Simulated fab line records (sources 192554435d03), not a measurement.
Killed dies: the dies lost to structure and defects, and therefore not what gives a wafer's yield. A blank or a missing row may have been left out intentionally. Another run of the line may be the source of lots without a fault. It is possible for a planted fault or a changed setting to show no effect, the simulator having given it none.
Which of the tools did it? || flow n5 finfet || 36 wafers from 12 lots sampled at 2 of the route's 1938 steps

== WHAT THE GAUGES READ, wafer by wafer ==
N5_BEOL_M7_OVL_MEAS_12.
{"lot": "L075", "measured": "day 8 21:19", "on": "overlay-01", "M7_OVL (nm)": "0.0 -0.9 0.6"}
{"lot": "L076", "measured": "day 9 10:06", "on": "overlay-01", "M7_OVL (nm)": "-0.4 0.1 -0.3"}
{"lot": "L080", "measured": "day 9 18:47", "on": "overlay-01", "M7_OVL (nm)": "0.3 1.0 0.1"}
{"lot": "L081", "measured": "day 10 19:07", "on": "overlay-01", "M7_OVL (nm)": "-0.1 -1.4 -0.2"}
{"lot": "L083", "measured": "day 11 00:55", "on": "overlay-02", "M7_OVL (nm)": "-1.0 -1.0 -0.3"}
{"lot": "L085", "measured": "day 11 15:11", "on": "overlay-02", "M7_OVL (nm)": "0.3 0.3 -0.1"}
{"lot": "L087", "measured": "day 12 02:26", "on": "overlay-01", "M7_OVL (nm)": "-0.8 -0.2 -0.2"}
{"lot": "L088", "measured": "day 12 12:56", "on": "overlay-01", "M7_OVL (nm)": "0.0 -1.2 -0.4"}
{"lot": "L091", "measured": "day 12 21:14", "on": "overlay-01", "M7_OVL (nm)": "-0.2 -1.2 -0.9"}
{"lot": "L093", "measured": "day 13 16:27", "on": "overlay-01", "M7_OVL (nm)": "-0.9 -0.4 -1.8"}
{"lot": "L095", "measured": "day 14 13:34", "on": "overlay-01", "M7_OVL (nm)": "0.5 1.0 0.4"}
{"lot": "L097", "measured": "day 14 15:40", "on": "overlay-01", "M7_OVL (nm)": "-1.5 0.2 -0.4"}

== EACH LOT AND THE TOOL THAT RAN IT (in order: tool; ch and the chambers of the sampled wafers; start) ==
{"lot": "L075", "N5_BEOL_M7_CURE_74": "uv cure-03 ch 2, day 8 19:11"}
{"lot": "L076", "N5_BEOL_M7_CURE_74": "uv cure-03 ch 2, day 9 08:19"}
{"lot": "L080", "N5_BEOL_M7_CURE_74": "uv cure-02 ch 1, day 9 16:26"}
{"lot": "L081", "N5_BEOL_M7_CURE_74": "uv cure-03 ch 1, day 10 17:38"}
{"lot": "L083", "N5_BEOL_M7_CURE_74": "uv cure-02 ch 1, day 10 23:34"}
{"lot": "L085", "N5_BEOL_M7_CURE_74": "uv cure-02 ch 1, day 11 11:11"}
{"lot": "L087", "N5_BEOL_M7_CURE_74": "uv cure-01 ch 0, day 11 23:56"}
{"lot": "L088", "N5_BEOL_M7_CURE_74": "uv cure-02 ch 1, day 12 11:37"}
{"lot": "L091", "N5_BEOL_M7_CURE_74": "uv cure-01 ch 2, day 12 19:33"}
{"lot": "L093", "N5_BEOL_M7_CURE_74": "uv cure-01 ch 2, day 13 15:04"}
{"lot": "L095", "N5_BEOL_M7_CURE_74": "uv cure-02 ch 0, day 14 12:35"}
{"lot": "L097", "N5_BEOL_M7_CURE_74": "uv cure-02 ch 2, day 14 14:22"}
- N5_BEOL_M7_CURE_74: cures SiCOH lowk, time 240 s.

== THE ANSWER, worked out from the rows above alone ==
Rule: usual is defined by the lots themselves. Put in order of their means at a reading, lots are off if they are a third of the lots or fewer, leave a main group of 4 or more, and stand apart from it by a gap of 3 or more times the standard deviation of the main group's means; of several such gaps the widest counts. A main group is skipped when, at the precision printed for the reading in the tables above, its means are all equal. A lot without any number at a reading at which 4 lots or more have one is off too. All remaining lots with rows at the step are treated as sound.
No lot is off at any reading shown: from this, nothing can be told.

== WHAT WAS PUT IN BY THE SIMULATOR ==
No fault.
